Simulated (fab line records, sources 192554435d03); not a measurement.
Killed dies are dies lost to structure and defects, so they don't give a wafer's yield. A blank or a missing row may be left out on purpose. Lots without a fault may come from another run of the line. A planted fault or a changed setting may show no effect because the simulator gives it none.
fab line records | flow n5_finfet
record lots=13 wafers=39 last_day=17
route steps=1938 shown BEOL_M6@1196
lots that met no fault: from a run of the same line without faults
start_h: hours from the record's first day to the start of the lot's first wafer shown | wait_h: hours since the lot's step before | " the same as in the row above | L1.1+2: a row that stands for several wafers | - no value, or no start given | * or withheld: withheld | < > ~ a bound
route shown NAME@n: a module of which the file shows steps, and the number in the route of the first | usual: mean/standard deviation of fault-free wafers | same: alike in all rows | chamber/n: place in a boat | sites: the reading at each site | _std_site: their standard deviation | _edge_site: outer sites' mean less inner sites' | radius_mm: how far each site lies from the wafer's centre | mask NAME#n: copy n | behind: the tool/chamber that last shaped the wafer | hold: why the lot was held/for how many hours/how that ended | device: the transistor (n, p or np) that didn't switch | end of line: the same wafers' tests at the end of the route | a step without rows: its recipe alone | killed: dies lost to structure and defects at the first sort, not the wafer's yield | map: a wafer's dies, x killed, . not, _ none there
set.NAME: the setting as run; set.NAME@STEP: as run at that earlier step | model.NAME: the simulator's own value behind a step, which no gauge read
steps of the route over a sample of lots; a table a step, a row a wafer
services: from which hour (start_h, from the record's first day; less than 0 if before it) a tool's chamber was out of use, for how many hours, and why
## steps
# step N5_BEOL_M6_THK_MEAS_01
# recipe reads=SiCOH_lowk_of_BEOL_M6_ILD_DEP_00
# usual M6_ILD_THK=154.4/2.1
# columns lot.wafer tool chamber start_h wait_h M6_ILD_THK[nm]
L634.2 film_metro-01 - 188.35 0.4 148.6
L634.3 " - " " 151.2
L634.5 " - " " 150.7
L636.1 film_metro-02 - 191.10 0.4 154.2
L636.2 " - " " 152.5
L636.5 " - " " 155.1
L635.2 film_metro-01 - 199.38 0.4 149.5
L635.3 " - " " 151.4
L635.4 " - " " 153.8
L637.1 film_metro-01 - 203.33 0.4 152.7
L637.2 " - " " 150.6
L637.3 " - " " 153.8
L638.2 film_metro-01 - 207.84 0.7 152.5
L638.3 " - " " 153.0
L638.6 " - " " 153.9
L642.2 film_metro-02 - 242.92 0.4 153.5
L642.3 " - " " 154.7
L642.5 " - " " 154.6
L647.3 film_metro-02 - 269.57 0.3 153.3
L647.4 " - " " 154.0
L647.5 " - " " 158.0
L651.2 film_metro-02 - 272.28 0.4 154.0
L651.3 " - " " 154.4
L651.6 " - " " 158.0
L652.1 film_metro-01 - 294.49 0.4 155.7
L652.2 " - " " 154.6
L652.5 " - " " 157.6
L653.1 film_metro-02 - 300.29 0.4 153.2
L653.2 " - " " 153.3
L653.5 " - " " 155.2
L655.1 film_metro-02 - 305.79 0.4 156.1
L655.3 " - " " 158.1
L655.6 " - " " 158.0
L657.1 film_metro-02 - 323.36 0.4 153.7
L657.4 " - " " 156.3
L657.6 " - " " 156.3
L656.2 film_metro-02 - 323.60 0.4 153.2
L656.5 " - " " 154.8
L656.6 " - " " 154.2
# step N5_BEOL_M6_VIA_ETCH_34
# recipe chemistry=C4F6/O2 target=SiCOH_lowk target_depth_a=1263 mask_material=SOC taper_deg=4 time_s=50.9 ion_energy_ev=250 pressure_mtorr=30 source_w=345 bias_w=185 Ar_flow_sccm=300 C4F6_flow_sccm=10 O2_flow_sccm=10
# usual drypump_motor_current_A=5.64/0.29 oes_product_au=0.75/0.094 rf_vpp_V=662/11 showerhead_plenum_p_Torr=2.85/0.092 throttle_valve_pct=20.92/0.27
# columns lot.wafer tool chamber start_h wait_h drypump_motor_current_A oes_product_au rf_hours_counter_h rf_vpp_V showerhead_plenum_p_Torr throttle_valve_pct
L634.2 rie_diel-03 0 192.69 0.0 5.54 0.76 153 657 2.73 20.92
L634.3 " 1 " " 5.29 0.70 193 643 2.93 20.83
L634.5 " 2 " " 6.11 0.70 - 652 2.82 20.77
L636.1 rie_diel-06 0 195.53 0.0 5.78 0.73 186 657 2.95 21.04
L636.2 " 2 " " 6.26 0.97 2 663 3.04 20.76
L636.5 " 2 " " 6.26 0.98 - 665 3.04 20.75
L635.2 rie_diel-02 0 205.03 0.0 5.57 0.68 225 666 2.81 20.80
L635.3 " 1 " " 5.85 0.72 222 675 2.91 21.05
L635.4 " 2 " " 5.40 0.71 235 667 2.81 20.83
L637.1 rie_diel-06 3 206.64 0.0 5.26 0.73 178 655 2.71 20.57
L637.2 " 2 " " 6.27 0.96 4 663 3.04 20.76
L637.3 " 0 " " 5.82 0.73 188 658 2.95 21.03
L638.2 rie_diel-03 1 212.42 0.0 5.30 0.69 201 643 2.92 20.85
L638.3 " 0 " " 5.57 0.76 160 659 2.73 20.94
L638.6 " 2 " " 6.12 0.68 - 651 2.81 20.77
L642.2 rie_diel-02 0 247.10 0.0 5.60 0.46 240 666 2.80 20.73
L642.3 " 3 " " 5.55 0.72 233 659 2.81 21.38
L642.5 " 1 " " 5.87 0.49 - 675 2.91 20.99
L647.3 rie_diel-03 0 275.27 0.0 5.54 0.74 185 660 2.72 20.98
L647.4 " 1 " " 5.31 0.68 - 640 2.91 20.87
L647.5 " 0 " " 5.56 0.74 - 658 2.72 20.97
L651.2 rie_diel-06 0 277.69 0.0 5.81 0.72 212 659 2.93 21.06
L651.3 " 1 " " 5.40 0.71 240 692 2.82 21.31
L651.6 " 1 " " 5.43 0.71 - 690 2.82 21.32
L652.1 rie_diel-06 3 298.41 0.0 5.23 0.71 210 655 2.70 20.64
L652.2 " 0 " " 5.81 0.71 220 660 2.93 21.08
L652.5 " 1 " " 5.43 0.69 - 692 2.81 21.31
L653.1 rie_diel-03 0 305.53 0.0 5.58 0.74 197 659 2.71 20.98
L653.2 " 3 " " 5.93 0.80 97 670 2.96 20.73
L653.5 " 0 " " 5.56 0.74 - 659 2.71 20.98
L655.1 rie_diel-06 2 309.04 0.0 6.26 0.88 38 663 3.03 20.79
L655.3 " 0 " " 5.81 0.70 226 657 2.93 21.09
L655.6 " 3 " " 5.26 0.71 - 654 2.69 20.64
L657.1 rie_diel-03 2 328.17 0.0 6.11 0.90 12 651 2.80 20.49
L657.4 " 3 " " 5.92 0.79 104 670 2.96 20.75
L657.6 " 1 " " 5.28 0.65 - 642 2.90 20.89
L656.2 rie_diel-03 1 329.44 0.0 5.31 0.67 246 642 2.90 20.91
L656.5 " 1 " " 5.30 0.66 - 642 2.90 20.91
L656.6 " 0 " " 5.55 0.73 - 658 2.71 20.99
# step N5_BEOL_M6_STRIP_36
# recipe chemistry=N2/H2 power_w=450 temp_c=40 pressure_mtorr=20 rf_frequency_hz=6e+07 overash_fraction=0.3 bias_power_w=7 h2_frac=0.5 n2_flow_sccm=200 h2_flow_sccm=200
# usual drypump_motor_current_A=5.65/0.29 oes_product_au=0.75/0.095 rf_vpp_V=59.1/1.5 showerhead_plenum_p_Torr=2.55/0.087 throttle_valve_pct=23.7/0.32
# same overash_fraction=0.3
# columns lot.wafer tool chamber start_h wait_h drypump_motor_current_A oes_product_au rf_hours_counter_h rf_vpp_V showerhead_plenum_p_Torr throttle_valve_pct
L634.2 rie_diel-03 0 192.74 0.0 5.56 0.76 153 61.9 2.45 24.1
L634.3 " 1 " " 5.29 0.71 193 58.5 2.63 23.7
L634.5 " 2 " " 6.11 0.69 - 57.1 2.51 23.7
L636.1 rie_diel-06 0 195.58 0.0 5.81 0.72 186 59.4 2.64 23.9
L636.2 " 2 " " 6.27 0.98 2 57.8 2.72 23.3
L636.5 " 2 " " 6.27 0.99 - 59.0 2.72 23.3
L635.2 rie_diel-02 0 205.08 0.0 5.56 0.68 225 58.6 2.50 23.3
L635.3 " 1 " " 5.87 0.71 222 60.8 2.61 24.0
L635.4 " 2 " " 5.34 0.71 235 58.0 2.51 23.5
L637.1 rie_diel-06 3 206.69 0.0 5.25 0.73 178 58.6 2.42 23.4
L637.2 " 2 " " 6.26 0.96 4 62.1 2.71 23.3
L637.3 " 0 " " 5.81 0.72 188 58.8 2.64 23.9
L638.2 rie_diel-03 1 212.47 0.0 5.30 0.69 201 56.8 2.62 23.7
L638.3 " 0 " " 5.53 0.77 160 59.1 2.45 24.1
L638.6 " 2 " " 6.08 0.69 - 58.1 2.50 23.7
L642.2 rie_diel-02 0 247.15 0.0 5.65 0.66 240 59.5 2.49 23.3
L642.3 " 3 " " 5.56 0.71 233 59.6 2.49 24.0
L642.5 " 1 " " 5.88 0.69 - 60.5 2.61 24.0
L647.3 rie_diel-03 0 275.32 0.0 5.56 0.74 185 59.9 2.44 24.1
L647.4 " 1 " " 5.31 0.68 - 61.5 2.61 23.8
L647.5 " 0 " " 5.58 0.74 - 60.7 2.44 24.1
L651.2 rie_diel-06 0 277.74 0.0 5.80 0.71 212 58.4 2.63 23.9
L651.3 " 1 " " 5.50 0.71 240 59.6 2.51 24.1
L651.6 " 1 " " 5.46 0.70 - 59.8 2.51 24.1
L652.1 rie_diel-06 3 298.46 0.0 5.23 0.71 210 57.9 2.41 23.4
L652.2 " 0 " " 5.82 0.69 220 60.8 2.63 23.9
L652.5 " 1 " " 5.44 0.68 - 59.8 2.50 24.1
L653.1 rie_diel-03 0 305.58 0.0 5.57 0.73 197 58.9 2.43 24.1
L653.2 " 3 " " 5.90 0.79 97 59.7 2.67 23.7
L653.5 " 0 " " 5.55 0.74 - 58.6 2.43 24.1
L655.1 rie_diel-06 2 309.09 0.0 6.26 0.87 38 59.2 2.70 23.3
L655.3 " 0 " " 5.82 0.70 226 56.9 2.62 23.9
L655.6 " 3 " " 5.23 0.71 - 57.8 2.40 23.4
L657.1 rie_diel-03 2 328.23 0.0 6.16 0.90 12 59.8 2.49 23.6
L657.4 " 3 " " 5.92 0.78 104 59.0 2.67 23.7
L657.6 " 1 " " 5.29 0.66 - 59.2 2.60 23.8
L656.2 rie_diel-03 1 329.49 0.0 5.29 0.66 246 59.1 2.60 23.8
L656.5 " 1 " " 5.32 0.66 - 62.1 2.60 23.8
L656.6 " 0 " " 5.54 0.73 - 57.8 2.43 24.1
# step N5_BEOL_M6_CD_MEAS_35
# recipe target_cd_nm=40 target_cd_y_nm=28 polarity=opening
# usual cd_nm=39.8/0.6
# columns lot.wafer tool chamber start_h wait_h cd_nm
L634.2 cd_sem-02 - 193.09 0.0 40.0
L634.3 " - " " 39.3
L634.5 " - " " 39.4
L636.1 cd_sem-01 - 195.93 0.0 40.1
L636.2 " - " " 39.0
L636.5 " - " " 39.0
L635.2 cd_sem-01 - 205.43 0.0 39.3
L635.3 " - " " 39.7
L635.4 " - " " 40.0
L637.1 cd_sem-02 - 207.05 0.0 38.5
L637.2 " - " " 40.1
L637.3 " - " " 39.8
L638.2 cd_sem-03 - 212.82 0.0 38.9
L638.3 " - " " 39.3
L638.6 " - " " 39.1
L642.2 cd_sem-03 - 247.50 0.0 40.0
L642.3 " - " " 40.6
L642.5 " - " " 39.9
L647.3 cd_sem-02 - 275.67 0.0 39.2
L647.4 " - " " 39.6
L647.5 " - " " 40.0
L651.2 cd_sem-03 - 278.09 0.0 39.6
L651.3 " - " " 39.1
L651.6 " - " " 38.9
L652.1 cd_sem-01 - 298.81 0.0 39.3
L652.2 " - " " 40.5
L652.5 " - " " 39.4
L653.1 cd_sem-01 - 306.03 0.0 40.6
L653.2 " - " " 39.9
L653.5 " - " " 39.9
L655.1 cd_sem-03 - 309.45 0.0 39.1
L655.3 " - " " 39.1
L655.6 " - " " 39.0
L657.1 cd_sem-03 - 328.58 0.0 39.3
L657.4 " - " " 40.2
L657.6 " - " " 40.4
L656.2 cd_sem-03 - 329.94 0.0 39.7
L656.5 " - " " 39.6
L656.6 " - " " 39.4
## services
# columns tool chamber start_h hours kind
rie_diel-02 3 185.18 6.4 repair
rie_diel-03 3 225.89 3.9 repair
rie_diel-02 2 241.87 - clean
rie_diel-02 2 241.87 - consumable_replace:focus_ring
rie_diel-02 2 241.87 24.2 scheduled_down
rie_diel-02 2 241.87 24.2 vent_cycle
rie_diel-03 2 256.56 - clean
rie_diel-03 2 256.56 - consumable_replace:focus_ring
rie_diel-03 2 256.56 32.4 scheduled_down
rie_diel-03 2 256.56 32.4 vent_cycle
rie_diel-06 2 279.68 6.7 repair
rie_diel-02 0 290.62 - clean
rie_diel-02 0 290.62 - consumable_replace:focus_ring
rie_diel-02 0 290.62 26.0 scheduled_down
rie_diel-02 0 290.62 26.0 vent_cycle
rie_diel-06 1 303.13 - clean
rie_diel-06 1 303.13 - consumable_replace:focus_ring
rie_diel-06 1 303.13 17.1 scheduled_down
rie_diel-06 1 303.13 17.1 vent_cycle
rie_diel-02 1 316.83 - clean
rie_diel-02 1 316.83 - consumable_replace:focus_ring
rie_diel-02 1 316.83 16.5 scheduled_down
rie_diel-02 1 316.83 16.5 vent_cycle
## key
first_sign step=N5_BEOL_M6_VIA_ETCH_34 reading=oes_product_au direction=down sigmas=2.9 usual=0.75 struck=0.48
effect none on later readings
met_at N5_BEOL_M6_VIA_ETCH_34
struck_lots L642
struck_wafers L642.2,L642.5
later_rows_left_out L642.2,L642.5
sort_left_out L642.2,L642.5
not_acting_at N5_BEOL_M6_THK_MEAS_01,N5_BEOL_M6_STRIP_36,N5_BEOL_M6_CD_MEAS_35
onset_between 205.03 247.10
fault kind=process_parameter_drift tool=rie_diel-02 chamber=- onset_h=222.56 steps=N5_BEOL_M6_VIA_ETCH_34 channel=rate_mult offset=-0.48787 shape=step end_h=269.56 scope=struck_wafers_only
# sort_left_out: the simulated sort isn't trusted on such a fault, so these wafers' sort isn't shown, and their yield isn't known
# later_rows_left_out: the simulator's readings of these wafers behind a module that went badly wrong aren't trusted and aren't shown, but for the sort
